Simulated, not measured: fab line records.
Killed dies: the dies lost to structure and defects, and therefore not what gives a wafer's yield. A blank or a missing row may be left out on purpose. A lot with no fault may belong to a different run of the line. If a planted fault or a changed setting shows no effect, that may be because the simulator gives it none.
Which tool was responsible? -- flow n5 finfet -- 69 wafers from 23 lots sampled at 2 of the route's 1938 steps

== WHAT EACH GAUGE READ, for each wafer ==
N5_BEOL_M4_THK_MEAS_53: measures by xrf. Usual: M4_THK typically reads 39.9 nm, with standard deviation 1.5.
lot,measured,on,M4_THK (nm),flag
L074,day 9 00:29,film metro-01,39.0 37.9 39.5,
L075,day 9 05:08,film metro-02,40.5 40.2 40.0,
L078,day 10 23:09,film metro-02,38.6 40.7 41.5,
L077,day 11 03:40,film metro-01,39.2 40.6 41.0,
L079,day 11 22:15,film metro-01,41.2 41.0 41.5,
L080,day 12 00:23,film metro-02,41.0 41.9 40.1,
L081,day 12 05:02,film metro-01,36.4 41.2 39.0,
L082,day 12 12:00,film metro-02,40.0 38.4 37.6,
L083,day 12 17:36,film metro-01,42.2 40.2 40.6,
L084,day 13 03:16,film metro-01,41.2 39.9 38.6,
L087,day 13 08:11,film metro-02,42.2 40.2 43.2,
L085,day 13 09:09,film metro-02,37.6 39.5 39.6,
L086,day 13 11:55,film metro-01,44.0 39.2 40.5,
L076,day 13 18:34,film metro-01,38.0 37.8 37.5,
L089,day 13 21:35,film metro-02,39.0 40.0 37.8,
L090,day 14 03:29,film metro-01,39.3 39.3 42.2,
L091,day 14 17:49,film metro-01,38.6 41.0 39.4,
L088,day 14 21:36,film metro-01,40.6 41.4 39.3,
L093,day 15 03:28,film metro-01,40.0 37.3 37.5,
L094,day 15 06:00,film metro-02,39.7 40.5 40.3,
L095,day 15 06:13,film metro-02,41.3 42.8 39.2,
L096,day 15 07:50,film metro-02,38.4 39.9 38.5,
L097,day 15 10:44,film metro-01,40.8 41.4 40.5,

N5_BEOL_M5_INSPECT_13: inspects for defects (brightfield). Usual: 387 for raw defect count, sd 94.
lot,measured,on,raw defect count,flag
L074,day 9 02:55,defect inspect-02,265 304 378,
L075,day 9 09:15,defect inspect-02,311 255 343,
L078,day 11 03:57,defect inspect-01,390 449 419,
L077,day 11 06:50,defect inspect-02,380 423 494,
L079,day 12 02:10,defect inspect-01,401 396 336,
L080,day 12 02:48,defect inspect-01,501 400 410,
L081,day 12 08:52,defect inspect-02,343 368 381,
L082,day 12 15:34,defect inspect-01,579 522 843,
L083,day 12 20:55,defect inspect-02,351 573 377,
L084,day 13 08:28,defect inspect-02,311 350 317,
L087,day 13 11:51,defect inspect-02,510 452 333,
L085,day 13 12:01,defect inspect-02,262 297 291,
L086,day 13 15:00,defect inspect-02,193 321 269,
L076,day 13 22:43,defect inspect-01,383 342 413,
L089,day 14 03:28,defect inspect-02,360 339 304,
L090,day 14 05:58,defect inspect-02,487 309 409,
L091,day 14 21:27,defect inspect-01,288 406 499,
L088,day 15 00:29,defect inspect-02,404 483 452,
L093,day 15 08:06,defect inspect-02,273 529 292,
L094,day 15 08:37,defect inspect-01,328 316 298,
L095,day 15 08:49,defect inspect-01,356 272 323,
L096,day 15 11:16,defect inspect-01,290 344 452,
L097,day 15 17:37,defect inspect-02,493 282 433,

== WHAT TOOL EACH LOT RAN ON (gives the tool, then ch and the chambers of the sampled wafers, and finally the start) ==
No process step before these readings appears in the record.

== WHAT THE TOOLS THEMSELVES READ (means of the sampled wafers that have a number; where no wafer has one, the mark that the record gives instead) ==
The record holds no such reading with a usual standard deviation.

== THE ANSWER, worked out from the rows above alone ==
Rule: a lot is off if the mean of its wafers that have a number lies more than 3 standard deviations from the usual mean. Also off: a lot with no number at a reading for which 4 or more lots have one. The other lots that the step has rows for count as sound. The gauges are gone through in route order, then the tools' own readings, and for those a lot's mean is taken as printed above. At the first step where some lot is off, the reading lying furthest off is the one used; lots without a number count as furthest.
None of the lots is off at any reading shown; this tells nothing.

== WHAT THE SIMULATOR HAD PUT IN ==
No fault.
